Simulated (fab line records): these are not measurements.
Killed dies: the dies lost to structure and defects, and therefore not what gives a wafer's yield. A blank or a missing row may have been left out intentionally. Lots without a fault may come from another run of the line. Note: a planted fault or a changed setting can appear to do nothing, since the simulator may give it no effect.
fab line records ; flow nand-harc
record: lots: 7; wafers: 21; last-day: 24
route steps=1159 shown A_BONDPAD@1067 END@1159
lots untouched by any fault: they come from a run of this same line in which no faults occurred
start-h: hours from the record's first day to the start of the lot's first wafer shown ; wait-h: time in hours since the lot's previous step ; " the same as in the row above ; L1.1+2: a row that stands for several wafers ; - no value present, or no start provided ; * or withheld: withheld ; < > ~ a bound
route shown NAME@n: NAME is a module with steps in the file, n the number in the route of the first one ; usual: mean/standard deviation taken from wafers without a fault ; same: alike in all rows ; chamber/n: place in a boat ; sites: readings site by site ; _std_site: the standard deviation of these ; _edge_site: the outer-site mean with the inner-site mean subtracted ; radius-mm: for every site, how far away it sits from the centre of the wafer ; mask NAME#n: copy n ; behind: the last tool/chamber to shape the wafer ; hold: reason for holding the lot/hours on hold/outcome of the hold ; device: transistor that didn't switch, given as n, p or np ; end of line: the same wafers' tests at the end of the route ; a step without rows: its recipe alone ; killed: not the wafer's yield, but the dies lost to structure and defects at the first sort ; map: a wafer's dies, marking killed ones x, the rest . and places with no die _
set.NAME: the run value of the setting; set.NAME@STEP: its run value at that earlier step ; model.NAME: the simulator's own value behind a step, which no gauge read
certain route steps with their lots: each step a table, each wafer a row
services: when a tool's chamber went out of use (start-h, in hours from the record's first day, below 0 if earlier), for how many hours, and the reason
== steps ==
step: NHARC_A_BONDPAD_SOFTBAKE_04
recipe: temp-c: 125; time-s: 70
step: NHARC_A_BONDPAD_EBR_05
step: NHARC_A_BONDPAD_EXPOSE_06
recipe: na: 0.55; dose-mj: 36.99; mask-id: A_BPAD
step: NHARC_A_BONDPAD_PEB_07
recipe: peb-temp-c: 128; peb-time-s: 80
step: NHARC_A_BONDPAD_DEVELOP_08
recipe: time-s: 50; dev-temp-c: 22
step: NHARC_A_BONDPAD_CD_MEAS_09
recipe: target-cd-nm: 500; landing-energy-ev: 500
usual: cd-nm: 501.1/1.6
lot.wafer;tool;chamber;start-h;wait-h;cd-nm
L924.1;cd-sem-03;0;419.27;-;500.7
L924.3;cd-sem-03;0;419.27;-;503.3
L924.6;cd-sem-03;0;419.27;-;502.6
L929.1;cd-sem-02;0;450.66;-;502.9
L929.4;cd-sem-02;0;450.66;-;500.4
L929.6;cd-sem-02;0;450.66;-;503.4
L932.2;cd-sem-03;0;459.44;-;501.2
L932.4;cd-sem-03;0;459.44;-;500.9
L932.5;cd-sem-03;0;459.44;-;502.2
L931.3;cd-sem-02;0;463.89;-;503.0
L931.4;cd-sem-02;0;463.89;-;501.8
L931.5;cd-sem-02;0;463.89;-;502.9
L940.1;cd-sem-03;0;515.54;-;501.7
L940.3;cd-sem-03;0;515.54;-;502.9
L940.6;cd-sem-03;0;515.54;-;504.0
L941.2;cd-sem-03;0;530.58;-;499.2
L941.4;cd-sem-03;0;530.58;-;501.4
L941.6;cd-sem-03;0;530.58;-;502.0
L942.4;cd-sem-01;0;537.94;-;500.6
L942.5;cd-sem-01;0;537.94;-;502.9
L942.6;cd-sem-01;0;537.94;-;502.0
step: NHARC_A_BONDPAD_OVL_MEAS_35
usual: overlay-x-nm: -3/4.7; overlay-y-nm: 0/4.8
lot.wafer;tool;chamber;start-h;wait-h;overlay-x-nm;overlay-y-nm
L924.1;overlay-02;-;419.35;-;3;4
L924.3;overlay-02;-;419.35;-;3;5
L924.6;overlay-02;-;419.35;-;3;4
L929.1;overlay-01;-;450.75;-;1;2
L929.4;overlay-01;-;450.75;-;2;2
L929.6;overlay-01;-;450.75;-;2;3
L932.2;overlay-02;-;459.53;-;2;-4
L932.4;overlay-02;-;459.53;-;2;-5
L932.5;overlay-02;-;459.53;-;2;-4
L931.3;overlay-02;-;463.99;-;-4;-2
L931.4;overlay-02;-;463.99;-;-4;-2
L931.5;overlay-02;-;463.99;-;-4;-2
L940.1;overlay-02;-;515.62;-;-7;-11
L940.3;overlay-02;-;515.62;-;-8;-10
L940.6;overlay-02;-;515.62;-;-8;-10
L941.2;overlay-01;-;530.67;-;-12;-2
L941.4;overlay-01;-;530.67;-;-12;-3
L941.6;overlay-01;-;530.67;-;-11;-3
L942.4;overlay-02;-;538.02;-;-3;0
L942.5;overlay-02;-;538.02;-;-3;1
L942.6;overlay-02;-;538.02;-;-2;0
step: NHARC_A_BONDPAD_HARDBAKE_10
recipe: temp-c: 118; time-s: 65
step: NHARC_A_BONDPAD_DESCUM_11
recipe: time-s: 3; o2-flow-sccm: 200; ar-flow-sccm: 0; bias-power-w: 0; chemistry: O2
usual: drypump-motor-current-A: 5.8/0.36; oes-product-au: 1.001/0.0092; rf-vpp-V: 57.8/0.9; showerhead-plenum-p-Torr: 1.94/0.073; throttle-valve-pct: 11.312/0.009
lot.wafer;tool;chamber;start-h;wait-h;drypump-motor-current-A;oes-product-au;rf-hours-counter-h;rf-vpp-V;showerhead-plenum-p-Torr;throttle-valve-pct
L924.3;rie-diel-02;1;419.51;-;6.7;1.002;35;56.8;1.98;11.321
L924.1;rie-diel-02;0;419.51;-;5.7;0.982;20;58.8;2.07;11.325
L924.6;rie-diel-02;2;419.51;-;6.3;1.002;-;58.6;1.94;11.322
L929.4;rie-diel-05;2;450.88;-;5.3;1.011;3;58.3;1.88;11.312
L929.1;rie-diel-05;0;450.88;-;5.8;1.003;3;57.8;2.05;11.318
L929.6;rie-diel-05;1;450.88;-;6.1;1.012;-;56.7;1.93;11.334
L932.2;rie-diel-05;1;459.65;-;6.1;1.003;4;58.6;1.93;11.316
L932.4;rie-diel-05;3;459.65;-;5.7;0.995;4;57.1;1.87;11.318
L932.5;rie-diel-05;1;459.65;-;6.1;1.005;-;59.1;1.93;11.319
L931.4;rie-diel-05;0;464.12;-;5.8;0.987;4;57.4;2.04;11.310
L931.3;rie-diel-05;2;464.12;-;5.3;1.003;4;56.7;1.88;11.309
L931.5;rie-diel-05;0;464.12;-;5.9;0.996;-;59.9;2.05;11.297
L940.3;rie-diel-05;0;515.75;-;5.8;0.987;6;57.9;2.04;11.295
L940.1;rie-diel-05;2;515.75;-;5.3;1.009;6;57.4;1.87;11.303
L940.6;rie-diel-05;1;515.75;-;6.1;1.020;-;59.5;1.93;11.308
L941.2;rie-diel-09;0;530.80;-;5.5;1.004;19;57.0;1.86;11.305
L941.4;rie-diel-09;1;530.80;-;6.3;0.998;-;57.3;2.01;11.305
L941.6;rie-diel-09;2;530.80;-;5.8;0.994;-;58.2;2.03;11.323
L942.4;rie-diel-05;2;538.16;-;5.3;1.002;1;56.9;1.87;11.311
L942.5;rie-diel-05;0;538.16;-;5.8;0.994;-;57.5;2.04;11.323
L942.6;rie-diel-05;1;538.16;-;6.1;1.010;-;58.7;1.92;11.314
step: NHARC_A_BONDPAD_ETCH_34
recipe: target-depth-a: 600; overetch-a: 180; time-s: 65.91; ion-energy-ev: 200; n2-flow-sccm: 150; h2-flow-sccm: 150; ar-flow-sccm: 0; rf-w: 400; bias-w: 150; chemistry: N2/H2
usual: drypump-motor-current-A: 5.8/0.36; oes-product-au: 1.000/0.0092; rf-vpp-V: 431.3/2.3; showerhead-plenum-p-Torr: 2.07/0.081; throttle-valve-pct: 14.170/0.0092
lot.wafer;tool;chamber;start-h;wait-h;drypump-motor-current-A;oes-product-au;rf-hours-counter-h;rf-vpp-V;showerhead-plenum-p-Torr;throttle-valve-pct
L924.1;rie-diel-02;2;419.63;0.1;6.3;0.988;37;431.6;2.07;14.168
L924.3;rie-diel-02;3;419.63;0.1;5.8;0.991;37;434.1;2.20;14.151
L924.6;rie-diel-02;0;419.63;0.1;5.7;0.976;-;436.6;2.21;14.144
L929.1;rie-diel-05;3;450.98;0.1;5.8;1.001;3;429.2;1.99;14.176
L929.4;rie-diel-05;0;450.98;0.1;5.8;0.996;4;434.9;2.18;14.172
L929.6;rie-diel-05;3;450.98;0.1;5.8;0.990;-;428.9;1.99;14.178
L932.2;rie-diel-05;1;459.74;0.1;6.2;1.005;4;431.0;2.05;14.170
L932.4;rie-diel-05;2;459.74;0.1;5.3;1.009;3;430.3;2.00;14.176
L932.5;rie-diel-05;0;459.74;0.1;5.8;0.985;-;433.9;2.18;14.172
L931.4;rie-diel-05;3;464.21;0.1;5.8;0.989;4;429.0;1.99;14.177
L931.3;rie-diel-05;0;464.21;0.1;5.8;0.997;4;434.3;2.18;14.178
L931.5;rie-diel-05;2;464.21;0.1;5.3;1.017;-;429.0;2.00;14.164
L940.1;rie-diel-05;2;515.84;0.1;5.3;0.994;6;428.8;2.00;14.174
L940.3;rie-diel-05;0;515.84;0.1;5.9;0.991;6;434.4;2.18;14.176
L940.6;rie-diel-05;2;515.84;0.1;5.3;1.001;-;429.7;2.00;14.156
L941.2;rie-diel-09;2;530.92;0.1;5.8;0.993;18;434.4;2.17;14.187
L941.4;rie-diel-09;0;530.92;0.1;5.5;0.994;-;429.4;1.98;14.168
L941.6;rie-diel-09;2;530.92;0.1;5.9;0.998;-;434.5;2.17;14.177
L942.4;rie-diel-05;2;538.35;0.2;5.3;0.997;1;429.5;2.00;14.172
L942.5;rie-diel-05;0;538.35;0.2;5.8;0.990;-;435.2;2.18;14.157
L942.6;rie-diel-05;1;538.35;0.2;6.2;1.009;-;430.2;2.05;14.169
step: NHARC_A_BONDPAD_ETCH_12
recipe: target-depth-a: 2200; time-s: 110; chf3-flow-sccm: 50; o2-flow-sccm: 10; ar-flow-sccm: 200; rf-w: 500; bias-w: 200; chemistry: CHF3/O2
usual: drypump-motor-current-A: 5.8/0.36; oes-product-au: 0.942/0.023; rf-vpp-V: 371.4/2; showerhead-plenum-p-Torr: 2.44/0.088; throttle-valve-pct: 20.572/0.0098
lot.wafer;tool;chamber;start-h;wait-h;drypump-motor-current-A;oes-product-au;rf-hours-counter-h;rf-vpp-V;showerhead-plenum-p-Torr;throttle-valve-pct
L924.3;rie-diel-02;1;-;-;6.7;0.928;35;373.5;2.48;20.565
L924.1;rie-diel-02;2;-;-;6.3;0.923;37;371.1;2.43;20.569
L924.6;rie-diel-02;2;-;-;6.3;0.926;-;369.4;2.43;20.567
L929.4;rie-diel-05;1;-;-;6.1;0.959;3;369.9;2.42;20.543
L929.1;rie-diel-05;0;-;-;5.9;0.944;4;376.4;2.56;20.579
L929.6;rie-diel-05;1;-;-;6.1;0.957;-;370.6;2.42;20.586
L932.4;rie-diel-05;2;-;-;5.3;0.936;4;368.0;2.36;20.572
L932.2;rie-diel-05;3;-;-;5.8;0.917;4;369.4;2.35;20.550
L932.5;rie-diel-05;2;-;-;5.3;0.929;-;371.8;2.36;20.572
L931.4;rie-diel-05;2;-;-;5.3;0.983;4;368.9;2.36;20.568
L931.3;rie-diel-05;0;-;-;5.8;0.969;4;375.2;2.56;20.574
L931.5;rie-diel-05;3;-;-;5.8;0.976;-;369.9;2.35;20.567
L940.1;rie-diel-05;0;-;-;5.8;0.912;6;374.6;2.56;20.560
L940.3;rie-diel-05;2;-;-;5.3;0.922;6;370.5;2.36;20.564
L940.6;rie-diel-05;0;-;-;5.8;0.925;-;375.4;2.56;20.585
L941.2;rie-diel-09;1;-;-;6.2;0.931;19;372.7;2.51;20.556
L941.4;rie-diel-09;1;-;-;6.2;0.920;-;371.9;2.51;20.562
L941.6;rie-diel-09;2;-;-;5.9;0.918;-;374.0;2.54;20.562
L942.4;rie-diel-05;0;-;-;5.8;0.932;0;372.9;2.56;20.591
L942.6;rie-diel-05;0;-;-;5.8;0.945;-;374.8;2.56;20.575
L942.5;rie-diel-05;1;-;-;6.2;0.943;-;370.0;2.42;20.569
step: NHARC_A_BONDPAD_CD_MEAS_13
usual: cd-nm: 500.3/1.6
lot.wafer;tool;chamber;start-h;wait-h;cd-nm
L924.1;cd-sem-02;-;419.84;-;499.2
L924.3;cd-sem-02;-;419.84;-;503.6
L924.6;cd-sem-02;-;419.84;-;501.8
L929.1;cd-sem-01;-;451.21;-;502.5
L929.4;cd-sem-01;-;451.21;-;499.1
L929.6;cd-sem-01;-;451.21;-;501.6
L932.2;cd-sem-03;-;459.97;-;499.5
L932.4;cd-sem-03;-;459.97;-;499.9
L932.5;cd-sem-03;-;459.97;-;500.9
L931.3;cd-sem-01;-;464.44;-;502.8
L931.4;cd-sem-01;-;464.44;-;500.6
L931.5;cd-sem-01;-;464.44;-;502.6
L940.1;cd-sem-02;-;516.07;-;500.6
L940.3;cd-sem-02;-;516.07;-;501.3
L940.6;cd-sem-02;-;516.07;-;503.3
L941.2;cd-sem-02;-;531.17;-;499.4
L941.4;cd-sem-02;-;531.17;-;500.5
L941.6;cd-sem-02;-;531.17;-;500.8
L942.4;cd-sem-03;-;538.60;-;499.7
L942.5;cd-sem-03;-;538.60;-;501.7
L942.6;cd-sem-03;-;538.60;-;500.8
step: NHARC_A_BONDPAD_STRIP_15
recipe: o2-flow-sccm: 500; ar-flow-sccm: 0; bias-w: 0; chemistry: O2
usual: chamber-pressure-mTorr: 60.00/0.053; drypump-motor-current-A: 5.8/0.38; oes-product-au: 1.000/0.01; rf-vpp-V: 58.0/0.89; showerhead-plenum-p-Torr: 3.58/0.13; throttle-valve-pct: 17.037/0.0089
lot.wafer;tool;chamber;start-h;wait-h;chamber-pressure-mTorr;drypump-motor-current-A;oes-product-au;rf-hours-counter-h;rf-vpp-V;showerhead-plenum-p-Torr;throttle-valve-pct
L924.3;rie-diel-02;0;419.97;0.1;60.05;5.7;0.981;21;57.9;3.80;17.024
L924.1;rie-diel-02;1;419.97;0.1;60.00;6.7;0.999;35;57.4;3.65;17.032
L924.6;rie-diel-02;0;419.97;0.1;59.97;5.7;0.989;-;58.6;3.80;17.028
L929.1;rie-diel-05;1;451.28;0.1;47.19;6.2;0.998;3;58.3;3.55;17.046
L929.4;rie-diel-05;3;451.28;0.1;47.20;5.8;0.992;4;57.4;3.45;17.037
L929.6;rie-diel-05;2;451.28;0.1;47.16;5.3;1.004;-;57.8;3.46;17.041
L932.2;rie-diel-05;3;460.04;0.1;47.27;5.8;1.009;4;58.1;3.45;17.046
L932.4;rie-diel-05;1;460.04;0.1;47.19;6.2;1.009;4;58.9;3.55;17.045
L932.5;rie-diel-05;0;460.04;0.1;47.18;5.8;0.996;-;58.0;3.75;17.038
L931.3;rie-diel-05;3;464.53;0.1;47.25;5.8;1.007;4;56.8;3.45;17.042
L931.4;rie-diel-05;1;464.53;0.1;47.16;6.2;1.018;4;57.3;3.55;17.039
L931.5;rie-diel-05;3;464.53;0.1;47.25;5.8;0.998;-;58.8;3.45;17.034
L940.3;rie-diel-09;3;516.16;0.1;60.06;5.1;1.001;15;58.4;3.64;17.027
L940.1;rie-diel-09;1;516.16;0.1;59.96;6.2;0.996;16;59.6;3.69;17.048
L940.6;rie-diel-09;3;516.16;0.1;60.00;5.1;1.007;-;58.1;3.64;17.041
L941.2;rie-diel-05;2;531.24;0.1;60.01;5.3;0.995;0;56.9;3.46;17.046
L941.4;rie-diel-05;1;531.24;0.1;60.01;6.2;0.998;0;57.2;3.55;17.037
L941.6;rie-diel-05;2;531.24;0.1;59.86;5.3;1.009;-;58.4;3.46;17.030
L942.4;rie-diel-02;1;538.67;0.1;60.04;6.7;1.003;12;58.2;3.62;17.018
L942.5;rie-diel-02;1;538.67;0.1;60.01;6.7;1.002;-;57.5;3.62;17.028
L942.6;rie-diel-02;2;538.67;0.1;60.03;6.3;1.000;-;58.1;3.55;17.036
step: NHARC_A_BONDPAD_ETCH_24
recipe: target-depth-a: 300; over-etch-frac: 0.3; time-s: 72.99; ion-energy-ev: 150; cf4-flow-sccm: 50; n2-flow-sccm: 100; ar-flow-sccm: 150; rf-w: 300; bias-w: 100; chemistry: CF4/N2
usual: drypump-motor-current-A: 5.8/0.39; oes-product-au: 1.000/0.0099; rf-vpp-V: 314.9/1.7; showerhead-plenum-p-Torr: 2.67/0.095; throttle-valve-pct: 19.795/0.0094
lot.wafer;tool;chamber;start-h;wait-h;drypump-motor-current-A;oes-product-au;rf-hours-counter-h;rf-vpp-V;showerhead-plenum-p-Torr;throttle-valve-pct
L924.3;rie-diel-02;0;-;-;5.7;0.977;21;317.7;2.83;19.793
L924.1;rie-diel-02;2;-;-;6.3;0.997;37;313.5;2.66;19.804
L924.6;rie-diel-02;1;-;-;6.7;1.001;-;317.4;2.72;19.804
L929.1;rie-diel-05;1;-;-;6.1;1.002;4;312.6;2.64;19.787
L929.4;rie-diel-05;3;-;-;5.8;0.987;4;312.3;2.57;19.806
L929.6;rie-diel-05;0;-;-;5.9;0.992;-;317.3;2.80;19.785
L932.2;rie-diel-05;0;-;-;5.8;1.010;4;316.6;2.80;19.785
L932.4;rie-diel-05;2;-;-;5.3;1.012;4;313.2;2.58;19.804
L932.5;rie-diel-05;0;-;-;5.8;0.998;-;317.4;2.80;19.805
L931.3;rie-diel-05;3;-;-;5.8;0.996;4;313.4;2.56;19.780
L931.4;rie-diel-05;1;-;-;6.1;1.014;4;315.9;2.64;19.792
L931.5;rie-diel-05;0;-;-;5.8;0.991;-;316.3;2.80;19.795
L940.3;rie-diel-09;1;-;-;6.2;1.007;16;316.0;2.75;19.781
L940.1;rie-diel-09;3;-;-;5.2;1.003;15;316.2;2.71;19.794
L940.6;rie-diel-09;1;-;-;6.2;0.996;-;316.4;2.75;19.798
L941.4;rie-diel-05;2;-;-;5.3;0.995;0;314.1;2.58;19.787
L941.2;rie-diel-05;0;-;-;5.8;0.988;0;317.8;2.80;19.794
L941.6;rie-diel-05;3;-;-;5.8;0.988;-;312.4;2.56;19.800
L942.4;rie-diel-02;0;-;-;5.7;0.990;11;317.9;2.81;19.781
L942.6;rie-diel-02;1;-;-;6.7;0.999;-;315.8;2.70;19.777
L942.5;rie-diel-02;2;-;-;6.3;0.984;-;314.9;2.64;19.805
step: NHARC_END_SORT_01
recipe: temp-c: 25
usual: defect-limited-yield: 95.6/1.4; killed-at-array: 26/9; killed-at-other: 0.8/1.2; killed-at-periphery: 3.2/2.3; killed-dies: 30/9.1; killed-open: 3.5/2; killed-short: 1.8/1.4; sort_bin_2_pct: 1.4/0.59; sort_bin_3_pct: 0.25/0.22; sort_bin_4_pct: 2.8/0.91; sort-n-pass: 647/9.1; sort-rim-yield-pct: 95.4/3; sort-yield-pct: 95.6/1.4
same: gross-dies: 677; sort_bin_5_pct[%]: 0; sort_bin_6_pct[%]: 0; sort_bin_7_pct[%]: 0; sort_bin_8_pct[%]: 0; sort-rim-n-gross: 106.00
lot.wafer;tool;chamber;start-h;wait-h;defect-limited-yield[%];killed-at-array;killed-at-other;killed-at-periphery;killed-dies;killed-open;killed-short;sort_bin_2_pct[%];sort_bin_3_pct[%];sort_bin_4_pct[%];sort-n-pass;sort-rim-yield-pct[%];sort-yield-pct[%]
L924.1;prober-01;0;454.62;2.5;96.8;18;0;4;22;1;0;1.2;0.15;1.9;655;99.1;96.8
L924.3;prober-01;0;456.23;3.1;95.7;27;0;2;29;4;8;2.4;0.30;1.6;648;98.1;95.7
L924.6;prober-01;0;458.64;4.0;95.4;30;0;1;31;0;0;1.0;0.44;3.1;646;97.2;95.4
L929.1;prober-02;0;481.40;2.5;94.8;24;0;11;35;6;4;1.6;0.30;3.2;642;93.4;94.8
L929.4;prober-02;0;483.80;3.4;96.5;17;0;7;24;6;0;0.9;0.30;2.4;653;94.3;96.5
L929.6;prober-02;0;485.40;4.0;95.1;24;1;8;33;7;3;2.1;0.15;2.7;644;91.5;95.1
L932.2;prober-02;0;492.17;2.8;96.5;23;0;1;24;4;0;0.9;0.15;2.5;653;98.1;96.5
L932.4;prober-02;0;493.77;3.4;95.6;27;0;3;30;2;2;1.0;0.44;3.0;647;95.3;95.6
L932.5;prober-02;0;494.58;3.7;96.0;25;1;1;27;0;0;1.5;0.15;2.4;650;99.1;96.0
L931.3;prober-01;0;492.90;3.1;96.3;21;2;2;25;3;4;0.7;0.30;2.7;652;93.4;96.3
L931.4;prober-01;0;493.71;3.4;96.0;25;1;1;27;5;1;1.3;0.30;2.4;650;96.2;96.0
L931.5;prober-01;0;494.51;3.7;96.6;20;0;3;23;3;2;0.9;0.15;2.4;654;91.5;96.6
L940.1;prober-02;0;542.80;2.5;94.2;37;0;2;39;2;1;2.2;0.44;3.1;638;96.2;94.2
L940.3;prober-02;0;544.38;3.1;92.2;52;0;1;53;2;0;2.8;0.44;4.6;624;95.3;92.2
L940.6;prober-02;0;546.75;3.9;93.2;43;1;2;46;4;2;2.4;0.59;3.8;631;95.3;93.2
L942.4;prober-02;0;578.18;3.4;96.9;20;0;1;21;4;1;1.2;0.30;1.6;656;93.4;96.9
L942.5;prober-02;0;578.99;3.7;95.9;28;0;0;28;2;1;0.9;0.74;2.5;649;92.5;95.9
L942.6;prober-02;0;579.80;4.1;94.7;33;0;3;36;3;1;1.0;0.30;4.0;641;89.6;94.7
killed by level:class
L924.1 A_CHANNEL_HOLE_D1:chamber-film-flake=11 A_STAIRCASE:chamber-film-flake=3 P_GATE:chamber-film-flake=2 A_CONTACT:chamber-film-flake=2 A_CONTACT:geometric-particle:open=1 P_STI:chamber-film-flake=1 P_M0:chamber-film-flake=1 A_WL_FILL:chamber-film-flake=1
L924.3 A_CHANNEL_HOLE_D1:chamber-film-flake=8 A_WL_FILL:geometric-particle:short=4 A_CHANNEL_FILL_D1:chamber-film-flake=4 A_CHANNEL_FILL_D1:geometric-particle:open=3 A_CONTACT:chamber-film-flake=2 P_M0:geometric-particle:short=1 A_ONON_D1:geometric-particle:short=1 A_CHANNEL_HOLE_D1:geometric-particle:short=1
L924.6 A_CHANNEL_HOLE_D1:chamber-film-flake=18 A_CHANNEL_FILL_D1:chamber-film-flake=5 A_WL_FILL:chamber-film-flake=3 A_CONTACT:chamber-film-flake=2 P_GATE:chamber-film-flake=1 A_SLIT:chamber-film-flake=1 A_BONDPAD:chamber-film-flake=1
L929.1 A_SLIT:chamber-film-flake=10 P_M2:chamber-film-flake=5 A_CONTACT:chamber-film-flake=4 A_CONTACT:geometric-particle:open=3 A_STAIRCASE:chamber-film-flake=3 P_ZERO_WELL:chamber-film-flake=2 P_CONTACT:geometric-particle:open=1 P_M0:geometric-particle:open=1
L929.4 A_SLIT:chamber-film-flake=8 P_M2:chamber-film-flake=3 A_STAIRCASE:chamber-film-flake=3 A_CONTACT:geometric-particle:open=2 A_CONTACT:chamber-film-flake=2 P_GATE:geometric-particle:open=1 P_CONTACT:geometric-particle:open=1 P_M0:geometric-particle:open=1
L929.6 A_SLIT:chamber-film-flake=9 A_CONTACT:chamber-film-flake=5 A_STAIRCASE:chamber-film-flake=4 P_M2:chamber-film-flake=3 P_M0:geometric-particle:open=2 P_CONTACT:geometric-particle:open=1 P_M1:geometric-particle:open=1 A_SOURCE_PLATE:geometric-particle:open=1
L932.2 A_CHANNEL_HOLE_D1:chamber-film-flake=14 A_CHANNEL_FILL_D1:chamber-film-flake=3 A_SOURCE_PLATE:geometric-particle:open=1 A_ONON_D1:geometric-particle:open=1 A_SGD_CUT:geometric-particle:open=1 A_CONTACT:geometric-particle:open=1 P_ZERO_WELL:chamber-film-flake=1 A_WL_FILL:chamber-film-flake=1
L931.3 A_SLIT:chamber-film-flake=7 A_CONTACT:chamber-film-flake=4 A_CHANNEL_HOLE_D1:chamber-film-flake=3 A_ONON_D1:geometric-particle:short=2 A_STAIRCASE:chamber-film-flake=2 P_GATE:geometric-particle:short=1 P_M1:geometric-particle:open=1 A_ONON_D1:geometric-particle:open=1
L931.4 A_SLIT:chamber-film-flake=9 A_CHANNEL_HOLE_D1:chamber-film-flake=5 A_CHANNEL_FILL_D1:chamber-film-flake=3 A_CONTACT:chamber-film-flake=3 A_CONTACT:geometric-particle:open=2 P_M0:geometric-particle:open=1 A_BLC:geometric-particle:open=1 A_BLC:geometric-particle:short=1
L932.4 A_CHANNEL_HOLE_D1:chamber-film-flake=14 A_CONTACT:chamber-film-flake=6 A_STAIRCASE:chamber-film-flake=2 P_M1:geometric-particle:short=1 P_M2:geometric-particle:open=1 A_SOURCE_PLATE:geometric-particle:open=1 A_ONON_D1:geometric-particle:short=1 P_ZERO_WELL:chamber-film-flake=1
L931.5 A_SLIT:chamber-film-flake=8 A_CONTACT:chamber-film-flake=4 A_CHANNEL_HOLE_D1:chamber-film-flake=3 P_GATE:geometric-particle:open=1 P_CONTACT:geometric-particle:open=1 P_M0:geometric-particle:open=1 A_CHANNEL_HOLE_D1:geometric-particle:short=1 A_WL_FILL:geometric-particle:short=1
L932.5 A_CHANNEL_HOLE_D1:chamber-film-flake=18 A_CONTACT:chamber-film-flake=4 A_STAIRCASE:chamber-film-flake=2 P_ZERO_WELL:chamber-film-flake=1 A_ZERO_WELL:chamber-film-flake=1 THIN_TSV:chamber-film-flake=1
L940.1 A_CHANNEL_HOLE_D1:chamber-film-flake=23 A_SLIT:chamber-film-flake=10 A_CONTACT:chamber-film-flake=2 P_M0:geometric-particle:short=1 A_SGD_CUT:geometric-particle:open=1 A_CONTACT:geometric-particle:open=1 P_ZERO_WELL:chamber-film-flake=1
L940.3 A_CHANNEL_HOLE_D1:chamber-film-flake=28 A_SLIT:chamber-film-flake=13 A_STAIRCASE:chamber-film-flake=4 A_CONTACT:chamber-film-flake=3 A_CHANNEL_FILL_D1:chamber-film-flake=2 A_WL_FILL:geometric-particle:open=1 A_BLC:geometric-particle:open=1 P_STI:chamber-film-flake=1
L940.6 A_CHANNEL_HOLE_D1:chamber-film-flake=20 A_SLIT:chamber-film-flake=15 A_CONTACT:chamber-film-flake=3 A_CONTACT:geometric-particle:open=2 P_CONTACT:geometric-particle:short=1 P_M1:geometric-particle:open=1 A_SGD_CUT:geometric-particle:short=1 A_M1:geometric-particle:open=1
L942.4 A_SLIT:chamber-film-flake=9 A_CHANNEL_HOLE_D1:chamber-film-flake=6 A_ONON_D1:geometric-particle:open=2 P_M1:geometric-particle:open=1 A_ONON_D1:geometric-particle:short=1 A_CONTACT:geometric-particle:open=1 A_ZERO_WELL:chamber-film-flake=1
L942.5 A_SLIT:chamber-film-flake=13 A_CHANNEL_HOLE_D1:chamber-film-flake=6 A_STAIRCASE:chamber-film-flake=3 A_CONTACT:chamber-film-flake=2 A_CHANNEL_FILL_D1:geometric-particle:short=1 A_SGD_CUT:geometric-particle:open=1 A_SLIT:geometric-particle:open=1 A_BONDPAD:chamber-film-flake=1
L942.6 A_SLIT:chamber-film-flake=14 A_CONTACT:chamber-film-flake=8 A_STAIRCASE:chamber-film-flake=5 A_CHANNEL_HOLE_D1:chamber-film-flake=4 P_CONTACT:geometric-particle:open=2 P_M0:geometric-particle:open=1 A_ONON_D1:geometric-particle:short=1 A_ZERO_WELL:chamber-film-flake=1
== services ==
tool;chamber;start-h;hours;kind
rie-diel-05;0;398.60;-;clean
rie-diel-05;1;398.60;-;clean
rie-diel-05;2;398.60;-;clean
rie-diel-05;3;398.60;-;clean
rie-diel-05;3;402.25;2.3;repair
rie-diel-05;2;418.26;1.5;repair
rie-diel-05;0;423.10;-;clean
rie-diel-05;1;423.10;-;clean
rie-diel-05;2;423.10;-;clean
rie-diel-05;3;423.10;-;clean
rie-diel-05;0;425.96;2.0;repair
rie-diel-09;-;431.10;9.0;pm
rie-diel-05;3;440.48;4.9;repair
rie-diel-05;0;447.60;-;clean
rie-diel-05;1;447.60;-;clean
rie-diel-05;2;447.60;-;clean
rie-diel-05;3;447.60;-;clean
rie-diel-05;0;472.10;-;clean
rie-diel-05;1;472.10;-;clean
rie-diel-05;2;472.10;-;clean
rie-diel-05;0;486.61;14.8;repair
rie-diel-02;-;504.76;9.0;pm
rie-diel-05;-;517.60;9.0;pm
rie-diel-09;3;529.47;15.0;repair
== key ==
first-sign: step: NHARC_A_BONDPAD_STRIP_15; reading: chamber-pressure-mTorr; direction: down; sigmas: 99+; usual: 60.00; struck: 47.20
effect none on later readings
met-at NHARC_A_BONDPAD_STRIP_15
struck-wafers L929.1,L929.4,L929.6,L931.3,L931.4,L931.5,L932.2,L932.4,L932.5
fault: kind: process-parameter-drift; tool: rie-diel-05; chamber: -; onset-h: 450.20; steps: NHARC_A_BONDPAD_STRIP_15; channel: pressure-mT; offset: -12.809; shape: step; end-h: 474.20; acts-in: these-recipes-only; stated: 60
